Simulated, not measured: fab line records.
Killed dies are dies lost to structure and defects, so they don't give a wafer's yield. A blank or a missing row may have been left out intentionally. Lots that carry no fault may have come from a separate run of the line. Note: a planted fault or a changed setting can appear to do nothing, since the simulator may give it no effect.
fab line records | flow nandHarc
[record] lots = 12 | wafers = 36 | lastDay = 34
route steps=1302 shown A_DECK1_JOINT@542 A_ONON_D2@550
lots untouched by any fault: they come from a run of this same line in which no faults occurred
startH: hours from the record's first day to the start of the lot's first wafer shown | waitH: time in hours since the lot's previous step | " same as the row above | L1.1+2: a single row standing in for several wafers | - value missing, or start not given | * or withheld: withheld | < > ~ a bound
route shown NAME@n: names a module that has steps shown in the file, with the first one's number in the route | usual: mean and standard deviation over wafers with no fault | same: alike in all rows | chamber/n: place in a boat | sites: the reading at each site | _std_site: standard deviation of those values | _edge_site: inner sites' mean taken away from outer sites' mean | radiusMm: how far each site lies from the wafer's centre | mask NAME#n: copy n | behind: the most recent tool/chamber to have shaped the wafer | hold: the reason the lot was held/the length of the hold in hours/how it ended | device: the n, p or np transistor that did not switch | end of line: the route-end tests of the same wafers | step lacking rows: just its recipe | killed: the dies lost at the first sort to structure and to defects; this is not the yield of the wafer | map: a wafer's dies, marking killed ones x, the rest . and places with no die _
set.NAME: setting as actually run; set.NAME@STEP: the setting as run at that earlier step | model.NAME: the simulator's own value behind a step, which no gauge read
the route's steps for a sample of lots (tables are steps, rows are wafers)
services: the hour from which a tool's chamber was out of use, counted from the record's first day as startH (under 0 if before that day), plus the number of hours and why
[[steps]]
[step NHARC_A_DECK1_JOINT_DEP_16]
[recipe] targetThkA = 450 | tempC = 400 | pressureTorr = 6.5 | rfW = 900 | teosFlowSccm = 161.4 | flowSccm = 2650 | targetThkNm = 45 | gas = O2 | material = SiO2
[usual] heaterPowerW = 635/82 | rfFwdPowerW = 896.0/2.6 | showerheadVppV = 1795/55 | throttleValvePct = 15.9/0.46
lot.wafer | tool     | chamber | startH | waitH | heaterPowerW | rfFwdPowerW | showerheadVppV | throttleValvePct
L486.3    | pecvd-02 | 2       | 295.05 | 0.1   | 840          | 899.5       | 1813           | 15.4
L486.2    | "        | 1       | "      | "     | 685          | 895.1       | 1817           | 15.5
L486.5    | "        | 1       | "      | "     | 687          | 897.5       | 1867           | 15.2
L485.2    | pecvd-04 | 2       | 295.08 | 0.1   | 594          | 893.0       | 1678           | 15.7
L485.6    | "        | 2       | "      | "     | 595          | 900.2       | 1679           | 15.2
L485.5    | "        | 0       | "      | "     | 569          | 895.4       | 1890           | 16.5
L490.2    | pecvd-04 | 0       | 345.49 | 0.1   | 661          | 896.2       | 1898           | 16.4
L490.3    | "        | 0       | "      | "     | 671          | 896.0       | 1868           | 16.4
L490.4    | "        | 2       | "      | "     | 639          | 894.0       | 1678           | 15.7
L489.3    | pecvd-01 | 2       | 345.52 | 0.1   | 569          | 894.8       | 1771           | 16.1
L489.2    | "        | 0       | "      | "     | 487          | 895.9       | 1777           | 15.7
L489.5    | "        | 2       | "      | "     | 583          | 895.9       | 1704           | 16.1
L491.1    | pecvd-01 | 1       | 359.31 | 0.1   | 720          | 892.6       | 1835           | 16.2
L491.2    | "        | 2       | "      | "     | 526          | 891.9       | 1762           | 16.2
L491.4    | "        | 1       | "      | "     | 732          | 894.9       | 1824           | 16.4
L493.1    | pecvd-04 | 1       | 362.30 | 0.1   | 625          | 896.0       | 1775           | 15.7
L493.2    | "        | 2       | "      | "     | 645          | 896.5       | 1711           | 15.8
L493.6    | "        | 0       | "      | "     | 586          | 895.7       | 1867           | 16.6
L494.3    | pecvd-02 | 1       | 385.28 | 0.1   | 660          | 896.2       | 1801           | 15.8
L494.2    | "        | 2       | "      | "     | 753          | 897.9       | 1828           | 15.6
L494.6    | "        | 2       | "      | "     | 777          | 898.0       | 1824           | 15.7
L495.2    | pecvd-04 | 1       | 385.32 | 0.1   | 634          | 897.5       | 1784           | 15.9
L495.1    | "        | 0       | "      | "     | 594          | 894.1       | 1866           | 16.4
L495.5    | "        | 1       | "      | "     | 645          | 898.1       | 1751           | 15.8
L497.3    | pecvd-02 | 0       | 423.89 | 0.1   | 702          | 897.3       | 1804           | 16.6
L497.2    | "        | 2       | "      | "     | 811          | 903.0       | 1825           | 14.9
L497.5    | "        | 1       | "      | "     | 576          | 899.4       | 1861           | 15.6
L499.2    | pecvd-01 | 1       | 446.85 | 0.1   | 599          | 888.7       | 1847           | 16.2
L499.5    | "        | 0       | "      | "     | 527          | 899.1       | 1763           | 15.8
L499.6    | "        | 1       | "      | "     | 589          | 891.9       | 1789           | 16.5
L503.1    | pecvd-01 | 1       | 482.60 | 0.1   | 695          | 896.8       | 1808           | 16.3
L503.5    | "        | 2       | "      | "     | 534          | 893.0       | 1757           | 16.4
L503.4    | "        | 1       | "      | "     | 709          | 896.6       | 1838           | 16.5
L506.1    | pecvd-01 | 2       | 511.83 | 0.1   | 482          | 893.5       | 1735           | 16.2
L506.2    | "        | 0       | "      | "     | 533          | 895.2       | 1772           | 15.4
L506.5    | "        | 2       | "      | "     | 481          | 892.8       | 1722           | 16.4
[step NHARC_A_ONON_D2_THK_MEAS_08]
[recipe] thkMeasGauge = ellipsometry
[usual] thkNm = 997/8.3
lot.wafer | tool         | chamber | startH | waitH | thkNm
L485.2    | filmMetro-02 | -       | 297.08 | -     | 1001
L485.5    | "            | -       | "      | "     | 999
L485.6    | "            | -       | "      | "     | 1000
L486.2    | filmMetro-01 | -       | 297.08 | -     | 995
L486.3    | "            | -       | "      | "     | 994
L486.5    | "            | -       | "      | "     | 994
L489.2    | filmMetro-02 | -       | 347.51 | -     | 995
L489.3    | "            | -       | "      | "     | 995
L489.5    | "            | -       | "      | "     | 995
L490.2    | filmMetro-01 | -       | 347.62 | -     | 977
L490.3    | "            | -       | "      | "     | 977
L490.4    | "            | -       | "      | "     | 977
L491.1    | filmMetro-02 | -       | 361.34 | -     | 1013
L491.2    | "            | -       | "      | "     | 1013
L491.4    | "            | -       | "      | "     | 1013
L493.1    | filmMetro-01 | -       | 364.31 | -     | 1003
L493.2    | "            | -       | "      | "     | 1003
L493.6    | "            | -       | "      | "     | 1003
L494.2    | filmMetro-01 | -       | 387.28 | -     | 999
L494.3    | "            | -       | "      | "     | 1003
L494.6    | "            | -       | "      | "     | 1001
L495.1    | filmMetro-01 | -       | 387.34 | -     | 1004
L495.2    | "            | -       | "      | "     | 1005
L495.5    | "            | -       | "      | "     | 1006
L497.2    | filmMetro-01 | -       | 425.91 | -     | 998
L497.3    | "            | -       | "      | "     | 998
L497.5    | "            | -       | "      | "     | 997
L499.2    | filmMetro-02 | -       | 448.85 | -     | 988
L499.5    | "            | -       | "      | "     | 988
L499.6    | "            | -       | "      | "     | 990
L503.1    | filmMetro-01 | -       | 484.57 | -     | 995
L503.4    | "            | -       | "      | "     | 994
L503.5    | "            | -       | "      | "     | 996
L506.1    | filmMetro-02 | -       | 513.80 | -     | 1010
L506.2    | "            | -       | "      | "     | 1011
L506.5    | "            | -       | "      | "     | 1010
[step NHARC_A_ONON_D2_THK_MEAS_24]
[recipe] thkMeasGauge = ellipsometry
[usual] thkNm = 1001/8.9
lot.wafer | tool         | chamber | startH | waitH | thkNm
L486.2    | filmMetro-01 | -       | 306.71 | -     | 993
L486.3    | "            | -       | "      | "     | 992
L486.5    | "            | -       | "      | "     | 992
L485.2    | filmMetro-02 | -       | 306.72 | -     | 994
L485.5    | "            | -       | "      | "     | 994
L485.6    | "            | -       | "      | "     | 995
L490.2    | filmMetro-01 | -       | 357.36 | -     | 1013
L490.3    | "            | -       | "      | "     | 1013
L490.4    | "            | -       | "      | "     | 1011
L489.2    | filmMetro-02 | -       | 357.37 | -     | 988
L489.3    | "            | -       | "      | "     | 987
L489.5    | "            | -       | "      | "     | 988
L493.1    | filmMetro-01 | -       | 371.30 | -     | 997
L493.2    | "            | -       | "      | "     | 996
L493.6    | "            | -       | "      | "     | 997
L491.1    | filmMetro-01 | -       | 371.30 | -     | 998
L491.2    | "            | -       | "      | "     | 994
L491.4    | "            | -       | "      | "     | 997
L494.2    | filmMetro-02 | -       | 398.45 | -     | 999
L494.3    | "            | -       | "      | "     | 1001
L494.6    | "            | -       | "      | "     | 998
L495.1    | filmMetro-02 | -       | 398.46 | -     | 1007
L495.2    | "            | -       | "      | "     | 1007
L495.5    | "            | -       | "      | "     | 1007
L497.2    | filmMetro-01 | -       | 435.54 | -     | 987
L497.3    | "            | -       | "      | "     | 985
L497.5    | "            | -       | "      | "     | 986
L499.2    | filmMetro-02 | -       | 458.53 | -     | 1010
L499.5    | "            | -       | "      | "     | 1010
L499.6    | "            | -       | "      | "     | 1009
L503.1    | filmMetro-02 | -       | 494.56 | -     | 999
L503.4    | "            | -       | "      | "     | 998
L503.5    | "            | -       | "      | "     | 998
L506.1    | filmMetro-01 | -       | 526.22 | -     | 1006
L506.2    | "            | -       | "      | "     | 1007
L506.5    | "            | -       | "      | "     | 1004
[step NHARC_A_ONON_D2_DEP_33]
[recipe] targetThkA = 2000 | tempC = 400 | pressureTorr = 6.5 | rfW = 900 | teosFlowSccm = 161.4 | flowSccm = 2650 | targetThkNm = 200 | gas = O2 | material = SiO2
[usual] heaterPowerW = 609/120 | rfFwdPowerW = 898.2/2.8 | showerheadVppV = 1788/67 | throttleValvePct = 16.1/0.48
lot.wafer | tool     | chamber | startH | waitH | heaterPowerW | rfFwdPowerW | showerheadVppV | throttleValvePct
L486.3    | pecvd-01 | 1       | 307.90 | 0.1   | 817          | 899.6       | 1805           | 16.6
L486.2    | "        | 2       | "      | "     | 572          | 898.5       | 1733           | 17.5
L486.5    | "        | 1       | "      | "     | 822          | 897.6       | 1818           | 16.6
L485.2    | pecvd-03 | 1       | 307.91 | 0.1   | 662          | 897.4       | 1605           | 16.4
L485.5    | "        | 1       | "      | "     | 484          | 895.6       | 1637           | 16.5
L485.6    | "        | 0       | "      | "     | 469          | 898.6       | 1860           | 16.1
L490.3    | pecvd-02 | 0       | 358.55 | 0.1   | 711          | 896.3       | 1835           | 16.4
L490.2    | "        | 2       | "      | "     | 708          | 905.3       | 1819           | 15.4
L490.4    | "        | 1       | "      | "     | 632          | 902.0       | 1801           | 15.9
L489.2    | pecvd-01 | 1       | 358.59 | 0.1   | 734          | 896.3       | 1835           | 16.1
L489.3    | "        | 2       | "      | "     | 500          | 898.1       | 1759           | 16.6
L489.5    | "        | 0       | "      | "     | 508          | 897.7       | 1766           | 15.9
L493.2    | pecvd-01 | 2       | 372.47 | 0.1   | 527          | 896.3       | 1733           | 16.4
L493.1    | "        | 1       | "      | "     | 736          | 905.7       | 1802           | 16.2
L493.6    | "        | 1       | "      | "     | 740          | 905.1       | 1790           | 16.4
L491.2    | pecvd-02 | 2       | 372.49 | 0.1   | 765          | 893.4       | 1819           | 15.6
L491.1    | "        | 1       | "      | "     | 703          | 896.5       | 1824           | 15.7
L491.4    | "        | 0       | "      | "     | 715          | 903.2       | 1907           | 16.8
L494.2    | pecvd-02 | 0       | 399.68 | 0.1   | 697          | 899.7       | 1852           | 16.6
L494.3    | "        | 1       | "      | "     | 672          | 898.0       | 1828           | 16.2
L494.6    | "        | 1       | "      | "     | 695          | 900.4       | 1850           | 15.8
L495.2    | pecvd-03 | 2       | 399.69 | 0.1   | 432          | 902.1       | 1740           | 15.7
L495.1    | "        | 0       | "      | "     | 417          | 893.7       | 1866           | 15.7
L495.5    | "        | 0       | "      | "     | 434          | 898.2       | 1894           | 16.0
L497.2    | pecvd-03 | 0       | 436.77 | 0.1   | 431          | 897.0       | 1849           | 16.2
L497.3    | "        | 1       | "      | "     | 631          | 897.6       | 1614           | 15.9
L497.5    | "        | 0       | "      | "     | 435          | 895.4       | 1867           | 16.1
L499.2    | pecvd-03 | 0       | 459.81 | 0.1   | 274          | 1256.3      | 2186           | 16.0
L499.5    | "        | 1       | "      | "     | 418          | 1263.9      | 1889           | 16.0
L499.6    | "        | 0       | "      | "     | 288          | 1256.8      | 2213           | 16.3
L503.1    | pecvd-03 | 0       | 495.80 | 0.1   | 233          | 1257.9      | 2180           | 15.8
L503.5    | "        | 0       | "      | "     | 255          | 1258.0      | 2217           | 16.3
L503.4    | "        | 1       | "      | "     | 530          | 1255.4      | 1936           | 16.2
L506.2    | pecvd-01 | 0       | 527.41 | 0.1   | 546          | 899.4       | 1782           | 15.6
L506.1    | "        | 1       | "      | "     | 621          | 901.7       | 1793           | 16.0
L506.5    | "        | 1       | "      | "     | 635          | 897.6       | 1815           | 15.9
[step NHARC_A_ONON_D2_THK_MEAS_34]
[recipe] thkMeasGauge = ellipsometry
[usual] thkNm = 200.8/2.8
lot.wafer | tool         | chamber | startH | waitH | thkNm
L486.2    | filmMetro-01 | -       | 308.31 | -     | 198.3
L486.3    | "            | -       | "      | "     | 199.5
L486.5    | "            | -       | "      | "     | 201.5
L485.2    | filmMetro-02 | -       | 308.33 | -     | 197.1
L485.5    | "            | -       | "      | "     | 200.9
L485.6    | "            | -       | "      | "     | 201.6
L489.2    | filmMetro-01 | -       | 358.96 | -     | 195.8
L489.3    | "            | -       | "      | "     | 201.2
L489.5    | "            | -       | "      | "     | 201.8
L490.2    | filmMetro-02 | -       | 358.96 | -     | 199.9
L490.3    | "            | -       | "      | "     | 200.0
L490.4    | "            | -       | "      | "     | 201.7
L493.1    | filmMetro-02 | -       | 372.89 | -     | 197.8
L493.2    | "            | -       | "      | "     | 199.3
L493.6    | "            | -       | "      | "     | 202.0
L491.1    | filmMetro-01 | -       | 372.91 | -     | 200.9
L491.2    | "            | -       | "      | "     | 198.2
L491.4    | "            | -       | "      | "     | 202.6
L494.2    | filmMetro-01 | -       | 400.05 | -     | 202.0
L494.3    | "            | -       | "      | "     | 203.1
L494.6    | "            | -       | "      | "     | 206.6
L495.1    | filmMetro-02 | -       | 400.05 | -     | 205.3
L495.2    | "            | -       | "      | "     | 202.6
L495.5    | "            | -       | "      | "     | 203.5
L497.2    | filmMetro-01 | -       | 437.14 | -     | 200.2
L497.3    | "            | -       | "      | "     | 198.6
L497.5    | "            | -       | "      | "     | 204.7
L499.2    | filmMetro-01 | -       | 460.13 | -     | 223.7
L499.5    | "            | -       | "      | "     | 222.0
L499.6    | "            | -       | "      | "     | 225.3
L503.1    | filmMetro-01 | -       | 496.17 | -     | 220.5
L503.4    | "            | -       | "      | "     | 226.8
L503.5    | "            | -       | "      | "     | 222.2
L506.1    | filmMetro-01 | -       | 527.82 | -     | 197.1
L506.2    | "            | -       | "      | "     | 196.9
L506.5    | "            | -       | "      | "     | 200.5
[[services]]
tool     | chamber | startH | hours | kind
pecvd-03 | -       | 275.16 | 1.3   | repair
pecvd-01 | -       | 311.00 | 13.0  | pm
pecvd-01 | 0       | 311.00 | 13.0  | ventCycle
pecvd-01 | 1       | 311.00 | 13.0  | ventCycle
pecvd-01 | 2       | 311.00 | 13.0  | ventCycle
pecvd-01 | 0       | 324.00 | -     | clean
pecvd-01 | 1       | 324.00 | -     | clean
pecvd-01 | 2       | 324.00 | -     | clean
pecvd-04 | 1       | 337.25 | 13.5  | repair
pecvd-03 | -       | 366.57 | 13.0  | pm
pecvd-04 | 2       | 369.26 | 6.9   | repair
pecvd-04 | 0       | 401.05 | 19.2  | repair
pecvd-02 | -       | 406.45 | 1.0   | repair
pecvd-02 | -       | 408.01 | 13.0  | pm
pecvd-03 | -       | 449.71 | 0.7   | repair
pecvd-04 | -       | 450.35 | 13.0  | pm
pecvd-03 | 2       | 466.45 | 5.7   | repair
pecvd-02 | -       | 477.80 | 1.5   | repair
pecvd-03 | -       | 485.79 | 0.9   | repair
pecvd-01 | -       | 492.00 | 13.0  | pm
pecvd-01 | 0       | 492.00 | 13.0  | ventCycle
pecvd-01 | 1       | 492.00 | 13.0  | ventCycle
pecvd-01 | 2       | 492.00 | 13.0  | ventCycle
pecvd-01 | 0       | 505.00 | -     | clean
[[key]]
[firstSign] step = NHARC_A_ONON_D2_DEP_33 | reading = rfFwdPowerW | direction = up | sigmas = 99+ | usual = * | struck = *
[effect] step = NHARC_A_ONON_D2_DEP_33 | reading = showerheadVppV | direction = up | sigmas = 4.7 | usual = 1788 | struck = 2104
[effect] step = NHARC_A_ONON_D2_THK_MEAS_34 | reading = thkNm | direction = up | sigmas = 8.1 | usual = 200.8 | struck = 223.4
metAt NHARC_A_ONON_D2_DEP_33
struckLots L499,L503
testerLeftOut L499,L503
notActingAt NHARC_A_DECK1_JOINT_DEP_16,NHARC_A_ONON_D2_THK_MEAS_08,NHARC_A_ONON_D2_THK_MEAS_24
onsetBetween 436.77 459.81
[fault] kind = processParameterDrift | tool = pecvd-03 | chamber = - | onsetH = 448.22 | steps = NHARC_A_ONON_D2_DEP_33 | channel = rfW | offset = * | shape = step | endH = 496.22 | actsIn = * | stated = *
// testerLeftOut: of these lots the tester's yield and bins aren't shown, on N5 and GAA mostly nor the transistor test; their killed dies are dies lost to structure and defects alone, not to doping, threshold or leakage, so they don't give the yield
